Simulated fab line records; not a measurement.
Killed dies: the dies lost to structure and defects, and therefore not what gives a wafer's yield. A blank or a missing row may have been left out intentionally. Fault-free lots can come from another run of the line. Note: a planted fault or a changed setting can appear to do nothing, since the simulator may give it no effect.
A struck lot beside a sound one | flow n5Finfet | 15 out of 1938 route steps
Sound: wafers L702.2, L702.3, L702.6. The struck wafers were L711.2, L711.3, L711.4. The cause comes at the end.
Per side, at each step with rows, come the tool, then ch with its chambers, and then its first start. Under that, the readings that differ: sound wafers | struck wafers | difference of the means | sigmas: that difference in standard deviations of wafers without a fault.
alike: readings with means less than 2 such deviations apart, plus words and numbers identical on both sides. not compared: withheld readings, readings lacking a value on some wafer, bounds such as >300 that could conceal the same value, and numbers that have no deviation in the record and whose values overlap.
The two part at a step that has a row with sigmas, a row that says differs or no value, or rows on one side only. Numbers that don't overlap but have no deviation are shown without sigmas and don't part them. A reading that every wafer of one side lacks parts them only if that side has two wafers or more.

N5_BEOL_M15_STRIP_36: strips in O2.
  sound on rieDiel-02 ch 2,3, day 14 13:32; struck on rieDiel-02 ch 0,1,2, day 17 08:54
  alike: drypumpMotorCurrentA, oesProductAu, rfVppV, showerheadPlenumPTorr, throttleValvePct
  not compared: rfHoursCounterH
then, 1 step without rows for these wafers: N5_BEOL_M15_STRIP_62 (strips in O2).
N5_BEOL_M15_STRIP_37: strips in O2.
  sound on rieDiel-02 ch 2,3; struck on rieDiel-02 ch 0,1,2
  alike: drypumpMotorCurrentA, oesProductAu, rfVppV, showerheadPlenumPTorr, throttleValvePct
  not compared: rfHoursCounterH
then, 3 steps without rows for these wafers: N5_BEOL_M15_ETCH_38 (etches SiCN in CF4/N2, target depth 106.4 nm, time 120.5 s); N5_BEOL_M15_PRECLEAN_39 (cleans in residue remover, time 60 s); N5_BEOL_M15_SRD_40 (time 30 s, dry time 30 s).
N5_BEOL_M15_DEGAS_41: time 60 s.
  sound on pvdSputter-01, day 14 13:53; struck on pvdSputter-02, day 17 10:00
  alike: heaterPowerW
then, 3 steps without rows for these wafers: N5_BEOL_M15_PRE_CLEAN_42 (time 30 s); N5_BEOL_M15_SPUTTER_43 (material TaN, target thk 15 nm, time 24.19 s); N5_BEOL_M15_SPUTTER_44 (material Ta, target thk 15 nm, time 24.19 s).
N5_BEOL_M15_SPUTTER_45: material Cu, target thk 100 nm, time 16.67 s.
  sound on pvdSputter-01, day 14 14:08; struck on pvdSputter-02, day 17 10:14
  alike: biasV, throttleValvePct
then, 1 step without rows for these wafers: N5_BEOL_M15_ECD_47 (material Cu, target thk 1860 nm).
N5_BEOL_M15_ANNEAL_48: time 90 s.
  sound on rtpAnneal-02 ch 0, day 14 14:32; struck on rtpAnneal-02 ch 0, day 17 10:58
reading          | sound                | struck               | difference | sigmas
wafer_temp_C_max | 225.77 226.12 225.66 | 209.03 209.35 209.04 | -16.71     | -80
N5_BEOL_M15_CMP_49: polishes, stops on SiO2, t overpolish 4.9 s, target thk 850 nm.
  sound on cmp-02 ch 0,2,3, day 14 14:52; struck on cmp-04 ch 0,1,2, day 17 11:14
  alike: barrierFieldEndpointS, motorCurrentA, overpolishRunS, slurryFilterDpKPa, slurryFlowMlMin
N5_PASSIVATION_PROBE_49:
  sound on prober-01, day 15 07:16; struck on prober-02, day 18 01:54
  alike: defectLimitedYield, killed_at_M0_to_M3, killed_at_M4_up, killedAtContacts, killedAtFrontEnd, killedAtOther, killedDies, killedOpen, killedShort, sort_bin_5_function, sort_bin_6_memory, sort_bin_8_speed, sortNPass, sortYieldPct

WHERE THEY PART
N5_BEOL_M15_ANNEAL_48 only, going by this record. Later steps at which nothing parts them and some readings are alike: N5_BEOL_M15_CMP_49, N5_PASSIVATION_PROBE_49.

WHY: whatever the simulator had introduced
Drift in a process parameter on rtpAnneal-02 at N5_BEOL_M15_ANNEAL_48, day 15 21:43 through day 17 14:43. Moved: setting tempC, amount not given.
